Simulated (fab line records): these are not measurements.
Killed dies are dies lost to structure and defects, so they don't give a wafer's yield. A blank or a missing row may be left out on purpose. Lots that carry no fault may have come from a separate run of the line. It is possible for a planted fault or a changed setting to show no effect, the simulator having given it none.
Matching of chambers :: flow nand_harc :: rie_diel-10 running NHARC_A_STAIRCASE_ETCH_232: 4 sister chambers
The step etches the open film in C4F8/O2, target depth 100 nm, time 40.5 s. 8 wafers are shown with their chamber, then 7 later ones without.

## WAFERS PAIRED WITH THEIR CHAMBERS
wafer: L213.5
chamber: 2
rf_vpp_V (V): 891
oes_product_au (a.u.): 0.938

wafer: L214.6
chamber: 2
rf_vpp_V (V): 889
oes_product_au (a.u.): 0.936

wafer: L217.1
chamber: 3
rf_vpp_V (V): 894
oes_product_au (a.u.): 0.924

wafer: L217.5
chamber: 1
rf_vpp_V (V): 888
oes_product_au (a.u.): 0.944

wafer: L217.6
chamber: 0
rf_vpp_V (V): 891
oes_product_au (a.u.): 0.935

wafer: L219.2
chamber: 1
rf_vpp_V (V): 888
oes_product_au (a.u.): 0.953

wafer: L219.4
chamber: 3
rf_vpp_V (V): 894
oes_product_au (a.u.): 0.936

wafer: L219.6
chamber: 0
rf_vpp_V (V): 892
oes_product_au (a.u.): 0.940

## WAFERS MISSING THEIR CHAMBER
wafer: L223.2
rf_vpp_V (V): 893
oes_product_au (a.u.): 0.935

wafer: L223.3
rf_vpp_V (V): 890
oes_product_au (a.u.): 0.946

wafer: L223.5
rf_vpp_V (V): 893
oes_product_au (a.u.): 0.924

wafer: L224.2
rf_vpp_V (V): 892
oes_product_au (a.u.): 0.954

wafer: L224.5
rf_vpp_V (V): 888
oes_product_au (a.u.): 0.950

wafer: L227.1
rf_vpp_V (V): 893
oes_product_au (a.u.): 0.941

wafer: L229.1
rf_vpp_V (V): 893
oes_product_au (a.u.): 0.945

## WHICH CHAMBER EACH WENT THROUGH
wafer: L223.2
from the rows above: can't be placed: 3 or 0
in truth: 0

wafer: L223.3
from the rows above: can't be placed: 2 or 0 or 1
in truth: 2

wafer: L223.5
from the rows above: can't be placed: 3 or 0
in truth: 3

wafer: L224.2
from the rows above: can't be placed: 0 or 2 or 3
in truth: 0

wafer: L224.5
from the rows above: 1
in truth: 1

wafer: L227.1
from the rows above: can't be placed: 0 or 3 or 2
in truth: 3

wafer: L229.1
from the rows above: can't be placed: 0 or 3 or 2
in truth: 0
Placed correctly: 1 of 7. Unplaceable from these rows: 6, with the true chamber sitting among the candidates in 6. 0 placed wrongly.
How it was worked out, from the rows above alone: a wafer's distance from a chamber is the root of the sum, over the readings, of the square of ((its reading less the chamber's mean) divided by the reading's scatter). If the next closest chamber is less than 2 further off than the closest, the wafer can't be placed; otherwise it belongs to the closest. For every chamber, the mean is computed from those of its wafers that are shown. The scatter: the root of (the sum of the squares of (reading less its chamber's mean) over the shown wafers, divided by (wafers less chambers)).
